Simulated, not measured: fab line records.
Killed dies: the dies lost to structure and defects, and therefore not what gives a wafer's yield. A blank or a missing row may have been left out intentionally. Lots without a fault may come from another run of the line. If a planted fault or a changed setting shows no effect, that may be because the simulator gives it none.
fab line records || flow nand_harc
record: {"lots": 6, "wafers": 16, "last_day": 33}
route steps=1302 shown A_ONON_D1@426
lots with no fault: from the same line, run without faults
start_h: hours from the record's first day to the start of the lot's first wafer shown || wait_h: hours since the lot's step before || " as in the row above || L1.1+2: a single row standing in for several wafers || - no value present, or no start provided || * or withheld: withheld || < > ~ a bound
route shown NAME@n: names a module that has steps shown in the file, with the first one's number in the route || usual: mean/standard deviation taken from wafers without a fault || same: alike in all rows || chamber/n: place in a boat || sites: readings site by site || _std_site: the values' standard deviation || _edge_site: the outer-site mean with the inner-site mean subtracted || radius_mm: how far each site lies from the wafer's centre || mask NAME#n: copy n || behind: the tool/chamber that last shaped the wafer || hold: the reason the lot was held/the length of the hold in hours/how it ended || device: whichever transistor did not switch (one of n, p or np) || end of line: the route-end tests of the same wafers || a step with no rows: only its recipe || killed: count of dies lost to structure and defects at first sort (not the wafer's yield) || map: per-die view of a wafer (x killed, . not killed, _ where there is no die)
set.NAME: the run value of the setting; set.NAME@STEP: its run value at that earlier step || model.NAME: the simulator's own value behind a step, which no gauge read
lots seen at some steps along the route; tables by step, rows by wafer
services: the hour from which a tool's chamber was out of use, counted from the record's first day as start_h (under 0 if before that day), plus the number of hours and why
== steps ==
step: NHARC_A_ONON_D1_DEP_03
recipe: {"target_thk_a": 10000, "n2_flow_sccm": 2750, "n2o_flow_sccm": 2000, "nh3_flow_sccm": 500, "sih4_flow_sccm": 210, "temp_c": 400}
step: NHARC_A_ONON_D1_THK_MEAS_05
recipe: {"thk_meas_gauge": "ellipsometry"}
usual: {"thk_nm": "1001/8.3"}
{"lot.wafer": "L344.2", "tool": "film_metro-02", "chamber": "-", "start_h": 166.49, "wait_h": "-", "thk_nm": 1010}
{"lot.wafer": "L344.3", "tool": "film_metro-02", "chamber": "-", "start_h": 166.49, "wait_h": "-", "thk_nm": 1008}
{"lot.wafer": "L344.4", "tool": "film_metro-02", "chamber": "-", "start_h": 166.49, "wait_h": "-", "thk_nm": 1010}
{"lot.wafer": "L347.2", "tool": "film_metro-02", "chamber": "-", "start_h": 185.64, "wait_h": "-", "thk_nm": 1008}
{"lot.wafer": "L347.5", "tool": "film_metro-02", "chamber": "-", "start_h": 185.64, "wait_h": "-", "thk_nm": 1009}
{"lot.wafer": "L347.6", "tool": "film_metro-02", "chamber": "-", "start_h": 185.64, "wait_h": "-", "thk_nm": 1009}
{"lot.wafer": "L359.1", "tool": "film_metro-02", "chamber": "-", "start_h": 316.28, "wait_h": "-", "thk_nm": 993}
{"lot.wafer": "L359.2", "tool": "film_metro-02", "chamber": "-", "start_h": 316.28, "wait_h": "-", "thk_nm": 994}
{"lot.wafer": "L359.6", "tool": "film_metro-02", "chamber": "-", "start_h": 316.28, "wait_h": "-", "thk_nm": 994}
{"lot.wafer": "L361.1", "tool": "film_metro-02", "chamber": "-", "start_h": 339.40, "wait_h": "-", "thk_nm": 991}
{"lot.wafer": "L363.3", "tool": "film_metro-02", "chamber": "-", "start_h": 352.26, "wait_h": "-", "thk_nm": 996}
{"lot.wafer": "L363.5", "tool": "film_metro-02", "chamber": "-", "start_h": 352.26, "wait_h": "-", "thk_nm": 996}
{"lot.wafer": "L363.6", "tool": "film_metro-02", "chamber": "-", "start_h": 352.26, "wait_h": "-", "thk_nm": 996}
{"lot.wafer": "L367.1", "tool": "film_metro-01", "chamber": "-", "start_h": 402.00, "wait_h": "-", "thk_nm": 995}
{"lot.wafer": "L367.2", "tool": "film_metro-01", "chamber": "-", "start_h": 402.00, "wait_h": "-", "thk_nm": 995}
{"lot.wafer": "L367.6", "tool": "film_metro-01", "chamber": "-", "start_h": 402.00, "wait_h": "-", "thk_nm": 994}
step: NHARC_A_ONON_D1_DEP_06
recipe: {"target_thk_a": 10000, "n2_flow_sccm": 2750, "n2o_flow_sccm": 2000, "nh3_flow_sccm": 500, "sih4_flow_sccm": 210, "temp_c": 400}
step: NHARC_A_ONON_D1_THK_MEAS_08
recipe: {"thk_meas_gauge": "ellipsometry"}
usual: {"thk_nm": "999/11"}
{"lot.wafer": "L344.2", "tool": "film_metro-01", "chamber": "-", "start_h": 167.06, "wait_h": "-", "thk_nm": 992}
{"lot.wafer": "L344.3", "tool": "film_metro-01", "chamber": "-", "start_h": 167.06, "wait_h": "-", "thk_nm": 992}
{"lot.wafer": "L344.4", "tool": "film_metro-01", "chamber": "-", "start_h": 167.06, "wait_h": "-", "thk_nm": 992}
{"lot.wafer": "L347.2", "tool": "film_metro-01", "chamber": "-", "start_h": 186.22, "wait_h": "-", "thk_nm": 997}
{"lot.wafer": "L347.5", "tool": "film_metro-01", "chamber": "-", "start_h": 186.22, "wait_h": "-", "thk_nm": 994}
{"lot.wafer": "L347.6", "tool": "film_metro-01", "chamber": "-", "start_h": 186.22, "wait_h": "-", "thk_nm": 998}
{"lot.wafer": "L359.1", "tool": "film_metro-02", "chamber": "-", "start_h": 316.84, "wait_h": "-", "thk_nm": 1014}
{"lot.wafer": "L359.2", "tool": "film_metro-02", "chamber": "-", "start_h": 316.84, "wait_h": "-", "thk_nm": 1014}
{"lot.wafer": "L359.6", "tool": "film_metro-02", "chamber": "-", "start_h": 316.84, "wait_h": "-", "thk_nm": 1013}
{"lot.wafer": "L361.1", "tool": "film_metro-02", "chamber": "-", "start_h": 339.97, "wait_h": "-", "thk_nm": 1021}
{"lot.wafer": "L363.3", "tool": "film_metro-02", "chamber": "-", "start_h": 352.82, "wait_h": "-", "thk_nm": 999}
{"lot.wafer": "L363.5", "tool": "film_metro-02", "chamber": "-", "start_h": 352.82, "wait_h": "-", "thk_nm": 998}
{"lot.wafer": "L363.6", "tool": "film_metro-02", "chamber": "-", "start_h": 352.82, "wait_h": "-", "thk_nm": 998}
{"lot.wafer": "L367.1", "tool": "film_metro-01", "chamber": "-", "start_h": 402.57, "wait_h": "-", "thk_nm": 1012}
{"lot.wafer": "L367.2", "tool": "film_metro-01", "chamber": "-", "start_h": 402.57, "wait_h": "-", "thk_nm": 1013}
{"lot.wafer": "L367.6", "tool": "film_metro-01", "chamber": "-", "start_h": 402.57, "wait_h": "-", "thk_nm": 1014}
step: NHARC_A_ONON_D1_DEP_09
recipe: {"target_thk_a": 10000, "n2_flow_sccm": 2750, "n2o_flow_sccm": 2000, "nh3_flow_sccm": 500, "sih4_flow_sccm": 210, "temp_c": 400}
step: NHARC_A_ONON_D1_THK_MEAS_11
recipe: {"thk_meas_gauge": "ellipsometry"}
usual: {"thk_nm": "1000/9.7"}
{"lot.wafer": "L344.2", "tool": "film_metro-02", "chamber": "-", "start_h": 167.63, "wait_h": "-", "thk_nm": 1010}
{"lot.wafer": "L344.3", "tool": "film_metro-02", "chamber": "-", "start_h": 167.63, "wait_h": "-", "thk_nm": 1008}
{"lot.wafer": "L344.4", "tool": "film_metro-02", "chamber": "-", "start_h": 167.63, "wait_h": "-", "thk_nm": 1010}
{"lot.wafer": "L347.2", "tool": "film_metro-01", "chamber": "-", "start_h": 186.79, "wait_h": "-", "thk_nm": 1028}
{"lot.wafer": "L347.5", "tool": "film_metro-01", "chamber": "-", "start_h": 186.79, "wait_h": "-", "thk_nm": 1028}
{"lot.wafer": "L347.6", "tool": "film_metro-01", "chamber": "-", "start_h": 186.79, "wait_h": "-", "thk_nm": 1028}
{"lot.wafer": "L359.1", "tool": "film_metro-02", "chamber": "-", "start_h": 317.40, "wait_h": "-", "thk_nm": 1003}
{"lot.wafer": "L359.2", "tool": "film_metro-02", "chamber": "-", "start_h": 317.40, "wait_h": "-", "thk_nm": 1003}
{"lot.wafer": "L359.6", "tool": "film_metro-02", "chamber": "-", "start_h": 317.40, "wait_h": "-", "thk_nm": 1001}
{"lot.wafer": "L361.1", "tool": "film_metro-01", "chamber": "-", "start_h": 340.54, "wait_h": "-", "thk_nm": 1001}
{"lot.wafer": "L363.3", "tool": "film_metro-02", "chamber": "-", "start_h": 353.39, "wait_h": "-", "thk_nm": 993}
{"lot.wafer": "L363.5", "tool": "film_metro-02", "chamber": "-", "start_h": 353.39, "wait_h": "-", "thk_nm": 992}
{"lot.wafer": "L363.6", "tool": "film_metro-02", "chamber": "-", "start_h": 353.39, "wait_h": "-", "thk_nm": 993}
{"lot.wafer": "L367.1", "tool": "film_metro-02", "chamber": "-", "start_h": 403.13, "wait_h": "-", "thk_nm": 991}
{"lot.wafer": "L367.2", "tool": "film_metro-02", "chamber": "-", "start_h": 403.13, "wait_h": "-", "thk_nm": 990}
{"lot.wafer": "L367.6", "tool": "film_metro-02", "chamber": "-", "start_h": 403.13, "wait_h": "-", "thk_nm": 988}
step: NHARC_A_ONON_D1_DEP_12
recipe: {"target_thk_a": 10000, "n2_flow_sccm": 2750, "n2o_flow_sccm": 2000, "nh3_flow_sccm": 500, "sih4_flow_sccm": 210, "temp_c": 400}
step: NHARC_A_ONON_D1_THK_MEAS_14
recipe: {"thk_meas_gauge": "ellipsometry"}
usual: {"thk_nm": "1002/10"}
{"lot.wafer": "L344.2", "tool": "film_metro-01", "chamber": "-", "start_h": 168.20, "wait_h": "-", "thk_nm": 1013}
{"lot.wafer": "L344.3", "tool": "film_metro-01", "chamber": "-", "start_h": 168.20, "wait_h": "-", "thk_nm": 1011}
{"lot.wafer": "L344.4", "tool": "film_metro-01", "chamber": "-", "start_h": 168.20, "wait_h": "-", "thk_nm": 1013}
{"lot.wafer": "L347.2", "tool": "film_metro-01", "chamber": "-", "start_h": 187.34, "wait_h": "-", "thk_nm": 998}
{"lot.wafer": "L347.5", "tool": "film_metro-01", "chamber": "-", "start_h": 187.34, "wait_h": "-", "thk_nm": 998}
{"lot.wafer": "L347.6", "tool": "film_metro-01", "chamber": "-", "start_h": 187.34, "wait_h": "-", "thk_nm": 999}
{"lot.wafer": "L359.1", "tool": "film_metro-01", "chamber": "-", "start_h": 317.97, "wait_h": "-", "thk_nm": 994}
{"lot.wafer": "L359.2", "tool": "film_metro-01", "chamber": "-", "start_h": 317.97, "wait_h": "-", "thk_nm": 994}
{"lot.wafer": "L359.6", "tool": "film_metro-01", "chamber": "-", "start_h": 317.97, "wait_h": "-", "thk_nm": 994}
{"lot.wafer": "L361.1", "tool": "film_metro-02", "chamber": "-", "start_h": 341.10, "wait_h": "-", "thk_nm": 1017}
{"lot.wafer": "L363.3", "tool": "film_metro-02", "chamber": "-", "start_h": 353.95, "wait_h": "-", "thk_nm": 994}
{"lot.wafer": "L363.5", "tool": "film_metro-02", "chamber": "-", "start_h": 353.95, "wait_h": "-", "thk_nm": 993}
{"lot.wafer": "L363.6", "tool": "film_metro-02", "chamber": "-", "start_h": 353.95, "wait_h": "-", "thk_nm": 993}
{"lot.wafer": "L367.1", "tool": "film_metro-01", "chamber": "-", "start_h": 403.70, "wait_h": "-", "thk_nm": 997}
{"lot.wafer": "L367.2", "tool": "film_metro-01", "chamber": "-", "start_h": 403.70, "wait_h": "-", "thk_nm": 995}
{"lot.wafer": "L367.6", "tool": "film_metro-01", "chamber": "-", "start_h": 403.70, "wait_h": "-", "thk_nm": 996}
step: NHARC_A_ONON_D1_ANNEAL_15
recipe: {"temp_c": 750, "time_s": 3600}
step: NHARC_A_ONON_D1_DEP_16
recipe: {"target_thk_a": 10000, "n2_flow_sccm": 2750, "n2o_flow_sccm": 2000, "nh3_flow_sccm": 500, "sih4_flow_sccm": 210, "temp_c": 400}
step: NHARC_A_ONON_D1_THK_MEAS_18
recipe: {"thk_meas_gauge": "ellipsometry"}
usual: {"thk_nm": "1002/11"}
{"lot.wafer": "L344.2", "tool": "film_metro-01", "chamber": "-", "start_h": 176.43, "wait_h": "-", "thk_nm": 1007}
{"lot.wafer": "L344.3", "tool": "film_metro-01", "chamber": "-", "start_h": 176.43, "wait_h": "-", "thk_nm": 1007}
{"lot.wafer": "L344.4", "tool": "film_metro-01", "chamber": "-", "start_h": 176.43, "wait_h": "-", "thk_nm": 1006}
{"lot.wafer": "L347.2", "tool": "film_metro-02", "chamber": "-", "start_h": 195.38, "wait_h": "-", "thk_nm": 1018}
{"lot.wafer": "L347.5", "tool": "film_metro-02", "chamber": "-", "start_h": 195.38, "wait_h": "-", "thk_nm": 1019}
{"lot.wafer": "L347.6", "tool": "film_metro-02", "chamber": "-", "start_h": 195.38, "wait_h": "-", "thk_nm": 1017}
{"lot.wafer": "L359.1", "tool": "film_metro-02", "chamber": "-", "start_h": 326.64, "wait_h": "-", "thk_nm": 1014}
{"lot.wafer": "L359.2", "tool": "film_metro-02", "chamber": "-", "start_h": 326.64, "wait_h": "-", "thk_nm": 1014}
{"lot.wafer": "L359.6", "tool": "film_metro-02", "chamber": "-", "start_h": 326.64, "wait_h": "-", "thk_nm": 1011}
{"lot.wafer": "L361.1", "tool": "film_metro-01", "chamber": "-", "start_h": 350.29, "wait_h": "-", "thk_nm": 995}
{"lot.wafer": "L363.3", "tool": "film_metro-02", "chamber": "-", "start_h": 361.81, "wait_h": "-", "thk_nm": 994}
{"lot.wafer": "L363.5", "tool": "film_metro-02", "chamber": "-", "start_h": 361.81, "wait_h": "-", "thk_nm": 994}
{"lot.wafer": "L363.6", "tool": "film_metro-02", "chamber": "-", "start_h": 361.81, "wait_h": "-", "thk_nm": 994}
{"lot.wafer": "L367.1", "tool": "film_metro-02", "chamber": "-", "start_h": 411.85, "wait_h": "-", "thk_nm": 985}
{"lot.wafer": "L367.2", "tool": "film_metro-02", "chamber": "-", "start_h": 411.85, "wait_h": "-", "thk_nm": 985}
{"lot.wafer": "L367.6", "tool": "film_metro-02", "chamber": "-", "start_h": 411.85, "wait_h": "-", "thk_nm": 986}
step: NHARC_A_ONON_D1_DEP_19
recipe: {"target_thk_a": 10000, "n2_flow_sccm": 2750, "n2o_flow_sccm": 2000, "nh3_flow_sccm": 500, "sih4_flow_sccm": 210, "temp_c": 400}
usual: {"n2o_flow_sccm": "2000/6.2", "nh3_flow_sccm": "499.7/1.5", "sih4_flow_sccm": "210.1/0.65"}
{"lot.wafer": "L344.2", "tool": "pecvd_onon-03", "chamber": 0, "start_h": 176.54, "wait_h": 0.1, "n2o_flow_sccm": 2002, "nh3_flow_sccm": 500.8, "sih4_flow_sccm": 211.2}
{"lot.wafer": "L344.3", "tool": "pecvd_onon-03", "chamber": 0, "start_h": 176.54, "wait_h": 0.1, "n2o_flow_sccm": 1996, "nh3_flow_sccm": 498.7, "sih4_flow_sccm": 210.4}
{"lot.wafer": "L344.4", "tool": "pecvd_onon-03", "chamber": 0, "start_h": 176.54, "wait_h": 0.1, "n2o_flow_sccm": 2000, "nh3_flow_sccm": 502.1, "sih4_flow_sccm": 210.0}
{"lot.wafer": "L347.2", "tool": "pecvd_onon-03", "chamber": 0, "start_h": 195.50, "wait_h": 0.1, "n2o_flow_sccm": 2000, "nh3_flow_sccm": 503.6, "sih4_flow_sccm": 211.2}
{"lot.wafer": "L347.5", "tool": "pecvd_onon-03", "chamber": 0, "start_h": 195.50, "wait_h": 0.1, "n2o_flow_sccm": 2004, "nh3_flow_sccm": 500.8, "sih4_flow_sccm": 210.4}
{"lot.wafer": "L347.6", "tool": "pecvd_onon-03", "chamber": 0, "start_h": 195.50, "wait_h": 0.1, "n2o_flow_sccm": 2009, "nh3_flow_sccm": 502.0, "sih4_flow_sccm": 209.9}
{"lot.wafer": "L359.1", "tool": "pecvd_onon-03", "chamber": 0, "start_h": 326.70, "wait_h": 0.1, "n2o_flow_sccm": 2005, "nh3_flow_sccm": 498.2, "sih4_flow_sccm": 210.2}
{"lot.wafer": "L359.2", "tool": "pecvd_onon-03", "chamber": 0, "start_h": 326.70, "wait_h": 0.1, "n2o_flow_sccm": 1999, "nh3_flow_sccm": 497.8, "sih4_flow_sccm": 210.6}
{"lot.wafer": "L359.6", "tool": "pecvd_onon-03", "chamber": 0, "start_h": 326.70, "wait_h": 0.1, "n2o_flow_sccm": 2005, "nh3_flow_sccm": 500.4, "sih4_flow_sccm": 210.1}
{"lot.wafer": "L361.1", "tool": "pecvd_onon-03", "chamber": 0, "start_h": 350.35, "wait_h": 0.1, "n2o_flow_sccm": 2004, "nh3_flow_sccm": 502.1, "sih4_flow_sccm": 210.5}
{"lot.wafer": "L363.3", "tool": "pecvd_onon-04", "chamber": 0, "start_h": 361.98, "wait_h": 0.2, "n2o_flow_sccm": 1995, "nh3_flow_sccm": 497.6, "sih4_flow_sccm": 209.8}
{"lot.wafer": "L363.5", "tool": "pecvd_onon-04", "chamber": 0, "start_h": 361.98, "wait_h": 0.2, "n2o_flow_sccm": 1994, "nh3_flow_sccm": 500.4, "sih4_flow_sccm": 209.5}
{"lot.wafer": "L363.6", "tool": "pecvd_onon-04", "chamber": 0, "start_h": 361.98, "wait_h": 0.2, "n2o_flow_sccm": 1992, "nh3_flow_sccm": 499.0, "sih4_flow_sccm": 210.2}
{"lot.wafer": "L367.1", "tool": "pecvd_onon-04", "chamber": 0, "start_h": 411.91, "wait_h": 0.1, "n2o_flow_sccm": 1997, "nh3_flow_sccm": 498.3, "sih4_flow_sccm": 209.9}
{"lot.wafer": "L367.2", "tool": "pecvd_onon-04", "chamber": 0, "start_h": 411.91, "wait_h": 0.1, "n2o_flow_sccm": 2007, "nh3_flow_sccm": 498.6, "sih4_flow_sccm": 210.4}
{"lot.wafer": "L367.6", "tool": "pecvd_onon-04", "chamber": 0, "start_h": 411.91, "wait_h": 0.1, "n2o_flow_sccm": 1995, "nh3_flow_sccm": 500.0, "sih4_flow_sccm": 210.3}
step: NHARC_A_ONON_D1_THK_MEAS_21
recipe: {"thk_meas_gauge": "ellipsometry"}
usual: {"thk_nm": "1002/7.2"}
{"lot.wafer": "L344.2", "tool": "film_metro-01", "chamber": "-", "start_h": 176.99, "wait_h": "-", "hold": "-", "thk_nm": 1004}
{"lot.wafer": "L344.3", "tool": "film_metro-01", "chamber": "-", "start_h": 176.99, "wait_h": "-", "hold": "-", "thk_nm": 1005}
{"lot.wafer": "L344.4", "tool": "film_metro-01", "chamber": "-", "start_h": 176.99, "wait_h": "-", "hold": "-", "thk_nm": 1004}
{"lot.wafer": "L347.2", "tool": "film_metro-02", "chamber": "-", "start_h": 195.95, "wait_h": "-", "hold": "-", "thk_nm": 1003}
{"lot.wafer": "L347.5", "tool": "film_metro-02", "chamber": "-", "start_h": 195.95, "wait_h": "-", "hold": "-", "thk_nm": 1004}
{"lot.wafer": "L347.6", "tool": "film_metro-02", "chamber": "-", "start_h": 195.95, "wait_h": "-", "hold": "-", "thk_nm": 1005}
{"lot.wafer": "L359.1", "tool": "film_metro-01", "chamber": "-", "start_h": 327.21, "wait_h": "-", "hold": "await_dispo/0.2h/release", "thk_nm": 1573}
{"lot.wafer": "L359.2", "tool": "film_metro-01", "chamber": "-", "start_h": 327.21, "wait_h": "-", "hold": "await_dispo/0.2h/release", "thk_nm": 1007}
{"lot.wafer": "L359.6", "tool": "film_metro-01", "chamber": "-", "start_h": 327.21, "wait_h": "-", "hold": "await_dispo/0.2h/release", "thk_nm": 1575}
{"lot.wafer": "L359.1", "tool": "film_metro-01", "chamber": "-", "start_h": 327.38, "wait_h": 0.2, "hold": "-", "thk_nm": 1571}
{"lot.wafer": "L359.2", "tool": "film_metro-01", "chamber": "-", "start_h": 327.38, "wait_h": 0.2, "hold": "-", "thk_nm": 1009}
{"lot.wafer": "L359.6", "tool": "film_metro-01", "chamber": "-", "start_h": 327.38, "wait_h": 0.2, "hold": "-", "thk_nm": 1572}
{"lot.wafer": "L361.1", "tool": "film_metro-02", "chamber": "-", "start_h": 350.86, "wait_h": "-", "hold": "await_dispo/0.2h/release", "thk_nm": 1582}
{"lot.wafer": "L361.1", "tool": "film_metro-02", "chamber": "-", "start_h": 351.03, "wait_h": 0.2, "hold": "-", "thk_nm": 1583}
{"lot.wafer": "L363.3", "tool": "film_metro-01", "chamber": "-", "start_h": 362.37, "wait_h": "-", "hold": "-", "thk_nm": 1001}
{"lot.wafer": "L363.5", "tool": "film_metro-01", "chamber": "-", "start_h": 362.37, "wait_h": "-", "hold": "-", "thk_nm": 1001}
{"lot.wafer": "L363.6", "tool": "film_metro-01", "chamber": "-", "start_h": 362.37, "wait_h": "-", "hold": "-", "thk_nm": 999}
{"lot.wafer": "L367.1", "tool": "film_metro-01", "chamber": "-", "start_h": 412.42, "wait_h": "-", "hold": "-", "thk_nm": 1010}
{"lot.wafer": "L367.2", "tool": "film_metro-01", "chamber": "-", "start_h": 412.42, "wait_h": "-", "hold": "-", "thk_nm": 1012}
{"lot.wafer": "L367.6", "tool": "film_metro-01", "chamber": "-", "start_h": 412.42, "wait_h": "-", "hold": "-", "thk_nm": 1011}
== services ==
{"tool": "pecvd_onon-03", "chamber": "-", "start_h": 227.00, "hours": 13.0, "kind": "pm"}
{"tool": "pecvd_onon-04", "chamber": "-", "start_h": 311.00, "hours": 13.0, "kind": "pm"}
{"tool": "pecvd_onon-03", "chamber": "-", "start_h": 408.00, "hours": 13.0, "kind": "pm"}
== key ==
first_sign: {"step": "NHARC_A_ONON_D1_THK_MEAS_21", "reading": "visit", "direction": "added"}
effect: {"step": "NHARC_A_ONON_D1_THK_MEAS_21", "reading": "thk_nm", "direction": "up", "sigmas": 80, "usual": 1002, "struck": 1576}
met_at NHARC_A_ONON_D1_DEP_19
struck_wafers L359.1,L359.6,L361.1
later_rows_left_out L359.1,L359.6,L361.1
sort_left_out L359.1,L359.6,L361.1
tester_left_out L359,L361
onset_between 195.50 326.70
fault: {"kind": "process_parameter_drift", "tool": "pecvd_onon-03", "chamber": "-", "onset_h": 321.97, "steps": "NHARC_A_ONON_D1_DEP_19", "channel": "target_thk_a", "offset": "*", "shape": "step", "end_h": 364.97, "scope": "struck_wafers_only", "acts_in": "*", "stated": "*"}
tester_left_out: of these lots the tester's yield and bins aren't shown, on N5 and GAA mostly nor the transistor test; their killed dies are dies lost to structure and defects alone, not to doping, threshold or leakage, so they don't give the yield
sort_left_out: the simulated sort isn't trusted on such a fault, so these wafers' sort isn't shown, and their yield isn't known
later_rows_left_out: the simulator's readings of these wafers behind a module that went badly wrong aren't trusted and aren't shown, but for the sort
